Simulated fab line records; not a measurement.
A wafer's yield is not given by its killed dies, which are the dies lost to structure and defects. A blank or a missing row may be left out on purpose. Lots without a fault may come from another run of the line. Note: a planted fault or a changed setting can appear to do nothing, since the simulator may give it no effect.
Matching of chambers	flow n5 finfet	N5_BEOL_M6_DESCUM_33 on rie diel-01: 4 sister chambers
The step chemistry O2, time 7 s. 18 wafers are shown with their chamber, then 9 later ones without.

## WAFERS WITH THEIR CHAMBER
wafer	chamber	drypump motor current A (A)	showerhead plenum p Torr (Torr)	oes product au (a.u.)
L076.1	1	5.8	2.19	0.77
L076.2	2	5.1	2.06	0.69
L076.3	3	5.0	2.02	0.75
L076.4	2	5.1	2.06	0.68
L076.5	3	5.0	2.02	0.75
L076.6	1	5.8	2.19	0.78
L083.2	2	5.1	2.06	0.69
L083.5	1	5.8	2.18	0.77
L083.6	2	5.1	2.06	0.68
L081.2	3	5.0	2.01	0.73
L081.3	2	5.1	2.06	0.68
L081.4	0	6.2	2.16	0.95
L080.1	3	5.1	2.01	0.74
L080.3	1	5.8	2.18	0.77
L080.6	3	5.0	2.01	0.74
L084.1	2	5.1	2.06	0.68
L084.4	1	5.8	2.18	0.77
L084.6	2	5.1	2.06	0.68

SIGNATURES (means of the wafers above)
reading	chamber 0	chamber 1	chamber 2	chamber 3	scatter within a chamber
drypump motor current A	6.200	5.800	5.100	5.020	0.0239
showerhead plenum p Torr	2.1600	2.1840	2.0600	2.0140	0.00414
oes product au	0.9500	0.7720	0.6829	0.7420	0.00599
Rule: for each reading, subtract the chamber's mean from the wafer's reading, divide by that reading's scatter and square the result; add these up over the readings and take the root, which gives the wafer's distance from the chamber. If the next closest chamber is less than 2 further off than the closest, the wafer can't be placed; otherwise it belongs to the closest. How the scatter is found: for the shown wafers, subtract from each reading the mean of its chamber, square and add these, divide the total by (wafers less chambers), then take the root.

## WAFERS MISSING THEIR CHAMBER
wafer	drypump motor current A (A)	showerhead plenum p Torr (Torr)	oes product au (a.u.)
L093.3	5.0	2.01	0.71
L093.4	5.8	2.17	0.75
L093.6	5.0	2.01	0.72
L094.1	5.8	2.17	0.75
L094.2	6.2	2.15	0.88
L094.3	5.1	2.05	1.00
L094.4	5.1	2.00	0.72
L094.5	5.8	2.17	0.75
L094.6	6.2	2.15	0.89

## EACH ONE'S CHAMBER
wafer	from the rows above	in truth
L093.3	3	3
L093.4	1	1
L093.6	3	3
L094.1	1	1
L094.2	0	0
L094.3	3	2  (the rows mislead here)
L094.4	3	3
L094.5	1	1
L094.6	0	0
Correct placement for 8 of the 9. Not placeable from these rows: 0. Placed wrongly: 1.
